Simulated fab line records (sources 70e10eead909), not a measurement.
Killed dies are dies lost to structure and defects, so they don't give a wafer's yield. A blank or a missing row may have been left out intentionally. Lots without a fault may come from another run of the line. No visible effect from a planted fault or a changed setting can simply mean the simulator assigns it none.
Which of the tools did it? ; flow nandHarc ; 18 wafers sampled from 6 lots at 1 step of a route of 1302

== WHAT THE GAUGES SHOWED, per wafer ==
NHARC_A_CHANNEL_HOLE_D1_CD_MEAS_30.
lot;measured;on;cdNm (nm)
L389;day 9 21:25;cdSem-02;90.3 91.0 89.9
L393;day 11 19:18;cdSem-03;90.1 90.6 90.9
L396;day 12 08:19;cdSem-01;91.0 90.1 90.1
L399;day 14 01:43;cdSem-01;88.7 89.6 91.3
L407;day 17 05:08;cdSem-03;91.1 89.3 88.9
L409;day 18 01:56;cdSem-02;90.3 89.8 90.5

== TOOL THAT RAN EACH LOT (tool first, then ch and the chambers of the sampled wafers, then the start) ==
There is no process step in the record ahead of these readings.

== THE ANSWER, worked out from the rows above alone ==
Rule: the lots themselves supply what counts as usual. Put in order of their means at a reading, lots are off if they are a third of the lots or fewer, leave a main group of 4 or more, and stand apart from it by a gap of 3 or more times the standard deviation of the main group's means; of several such gaps the widest counts. If all means in a main group match to the digits the tables above print for the reading, that group is not used. A lot without any number at a reading at which 4 lots or more have one is off too. Where the step has rows for the other lots, those lots are counted as sound.
None of the lots is off at any reading shown; this tells nothing.

== WHAT THE SIMULATOR PUT IN ==
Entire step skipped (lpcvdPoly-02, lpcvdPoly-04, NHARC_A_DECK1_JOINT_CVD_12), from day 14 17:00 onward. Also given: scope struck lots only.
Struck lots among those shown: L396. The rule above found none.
